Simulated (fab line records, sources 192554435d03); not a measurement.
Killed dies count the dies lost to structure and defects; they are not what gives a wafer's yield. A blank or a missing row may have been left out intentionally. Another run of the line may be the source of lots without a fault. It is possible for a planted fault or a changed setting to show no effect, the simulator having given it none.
Chamber matching    flow n5-finfet    4 sister chambers for N5_ILD0_CMP_03 on cmp-02
The step polishes, stops on SiNx, t overpolish 1.9 s, target thk 197.38 nm. 8 wafers are shown with their chamber, then 11 later ones without.

## WAFERS PAIRED WITH THEIR CHAMBERS
wafer   chamber  motor-current-A (A)  time-to-endpoint-s (s)
L080.2  2        13.0                 75
L082.5  0        13.9                 70
L085.3  0        13.2                 66
L085.5  1        12.7                 67
L087.1  1        12.0                 66
L087.2  2        12.8                 68
L087.5  3        10.6                 69
L088.2  3        11.2                 72

## WAFERS WITHOUT THEIR CHAMBER
wafer   motor-current-A (A)  time-to-endpoint-s (s)
L088.4  12.6                 66
L088.5  12.3                 69
L090.1  12.2                 71
L090.2  12.9                 73
L090.5  13.8                 70
L093.3  11.4                 73
L093.5  11.5                 72
L093.6  11.8                 70
L097.1  12.4                 67
L097.4  11.5                 70
L097.6  11.8                 66

## WHICH CHAMBER EACH ONE RAN IN
wafer   from the rows above                in truth
L088.4  can't be placed: 1 or 2 or 0       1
L088.5  can't be placed: 1 or 2            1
L090.1  can't be placed: 1 or 2 or 3 or 0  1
L090.2  can't be placed: 2 or 0            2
L090.5  can't be placed: 0 or 2            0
L093.3  can't be placed: 3 or 1            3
L093.5  can't be placed: 3 or 1 or 2       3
L093.6  can't be placed: 1 or 3 or 2       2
L097.1  can't be placed: 1 or 2            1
L097.4  can't be placed: 3 or 1 or 2       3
L097.6  can't be placed: 1 or 3 or 2       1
Correct placement for 0 of the 11. These rows do not allow placing 11 (true chamber among the candidates in 11). 0 placed wrongly.
How it was worked out, from the rows above alone: a wafer's distance from a chamber is the root of the sum, over the readings, of the square of ((its reading less the chamber's mean) divided by the reading's scatter). The wafer belongs to the nearest chamber; if the next one is less than 2 further off, it can't be placed. The mean given for a chamber averages the wafers shown for that chamber. The scatter: take each reading less its chamber's mean, square it, sum over the shown wafers, divide by the number of wafers less the number of chambers, and take the root.
